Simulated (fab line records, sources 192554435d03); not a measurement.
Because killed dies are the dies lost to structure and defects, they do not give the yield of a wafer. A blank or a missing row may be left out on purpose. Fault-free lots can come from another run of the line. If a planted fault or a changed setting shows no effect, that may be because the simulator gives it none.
Matching of chambers ; flow n5_finfet ; N5_DUMMY_GATE_STRIP_40 on rie_diel-04 has 4 sister chambers
The step strips in CF4. 22 wafers are shown with their chamber, then 11 later ones without.

## EACH WAFER AND ITS CHAMBER
wafer;chamber;showerhead_plenum_p_Torr (Torr);drypump_motor_current_A (A);throttle_valve_pct (%)
L080.1;3;1.72;6.7;13.51
L080.3;2;1.78;6.1;13.77
L080.5;2;1.78;6.1;13.76
L081.1;3;1.72;6.8;13.52
L081.2;0;1.87;5.4;13.67
L081.5;2;1.78;6.1;13.78
L087.1;0;1.87;5.4;13.67
L087.2;1;1.84;5.4;13.90
L087.6;3;1.72;6.7;13.53
L088.1;1;1.84;5.4;13.88
L088.4;1;1.84;5.4;13.87
L088.6;3;1.72;6.7;13.53
L089.2;0;1.87;5.4;13.70
L089.3;3;1.72;6.8;13.55
L089.5;1;1.83;5.4;13.90
L090.3;0;1.87;5.3;13.71
L090.4;0;1.87;5.3;13.71
L090.5;3;1.72;6.8;13.54
L091.2;0;1.86;5.4;13.71
L091.4;3;1.72;6.8;13.56
L091.6;1;1.83;5.4;13.90
L092.2;3;1.72;6.8;13.55

SIGNATURES, as means of the wafers listed above
reading;chamber 0;chamber 1;chamber 2;chamber 3;scatter within a chamber
showerhead_plenum_p_Torr;1.8683;1.8360;1.7800;1.7200;0.00336
drypump_motor_current_A;5.367;5.400;6.100;6.763;0.0422
throttle_valve_pct;13.6950;13.8900;13.7700;13.5362;0.0166
Rule: a wafer lies at a distance from a chamber equal to the root of the sum of squares, over the readings, of (its reading less the chamber's mean, divided by the reading's scatter). If the next closest chamber is less than 2 further off than the closest, the wafer can't be placed; otherwise it belongs to the closest. The scatter: the root of (the sum of the squares of (reading less its chamber's mean) over the shown wafers, divided by (wafers less chambers)).

## WAFERS MISSING THEIR CHAMBER
wafer;showerhead_plenum_p_Torr (Torr);drypump_motor_current_A (A);throttle_valve_pct (%)
L092.3;1.78;6.1;13.78
L092.5;1.78;6.1;13.79
L093.1;1.83;5.4;13.35
L093.4;1.71;6.8;13.57
L093.6;1.78;6.1;13.80
L095.2;1.83;5.4;13.34
L095.3;1.86;5.4;13.72
L095.4;1.71;6.8;13.57
L097.2;1.77;6.1;13.81
L097.3;1.86;5.4;13.71
L097.4;1.83;5.4;13.34

## WHICH CHAMBER EACH WENT THROUGH
wafer;from the rows above;in truth
L092.3;2;2
L092.5;2;2
L093.1;0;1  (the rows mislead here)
L093.4;3;3
L093.6;2;2
L095.2;0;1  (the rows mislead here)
L095.3;0;0
L095.4;3;3
L097.2;2;2
L097.3;0;0
L097.4;0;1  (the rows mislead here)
8 of 11 placed correctly. Not placeable from these rows: 0. Number placed wrongly: 3.
